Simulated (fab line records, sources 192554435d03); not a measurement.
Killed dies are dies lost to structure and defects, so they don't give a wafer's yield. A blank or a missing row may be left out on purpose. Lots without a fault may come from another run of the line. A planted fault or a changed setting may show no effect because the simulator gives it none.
Chamber matching | flow n5_finfet | N5_BEOL_M8_ALD_77 on ald_metal-01: 4 sister chambers
The step deposits TaN, target thk 2 nm, pulse time 2 s, purge time 3 s. 8 wafers are shown with their chamber, then 9 later ones without.

WAFERS WITH THEIR CHAMBER
wafer  | chamber | heater_power_w (W) | susceptor_temp_C (C)
L079.4 | 3       | 429                | 275.03
L084.3 | 3       | 436                | 275.02
L083.1 | 2       | 473                | 275.44
L083.3 | 1       | 386                | 274.87
L083.4 | 0       | 377                | 274.86
L085.1 | 1       | 387                | 274.72
L085.3 | 2       | 482                | 275.10
L085.6 | 0       | 371                | 274.72

WAFERS WITHOUT THEIR CHAMBER
wafer  | heater_power_w (W) | susceptor_temp_C (C)
L090.2 | 395                | 275.03
L090.4 | 376                | 275.15
L090.6 | 445                | 275.07
L088.1 | 440                | 275.00
L088.3 | 374                | 275.25
L088.6 | 470                | 274.92
L092.4 | 369                | 274.69
L092.5 | 380                | 274.76
L092.6 | 442                | 275.22

WHICH CHAMBER EACH WENT THROUGH
wafer  | from the rows above     | in truth
L090.2 | 1                       | 1
L090.4 | can't be placed: 0 or 1 | 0
L090.6 | 3                       | 3
L088.1 | 3                       | 3
L088.3 | can't be placed: 0 or 1 | 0
L088.6 | 2                       | 2
L092.4 | 0                       | 0
L092.5 | can't be placed: 0 or 1 | 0
L092.6 | 3                       | 3
Placed correctly: 6 of 9. Can't be placed from these rows: 3 (the true chamber is among the candidates in 3). Placed wrongly: 0.
How it was worked out, from the rows above alone: a wafer's distance from a chamber is the root of the sum, over the readings, of the square of ((its reading less the chamber's mean) divided by the reading's scatter). The wafer belongs to the nearest chamber; if the next one is less than 2 further off, it can't be placed. A chamber's mean is the mean of its shown wafers. The scatter: the root of (the sum of the squares of (reading less its chamber's mean) over the shown wafers, divided by (wafers less chambers)).
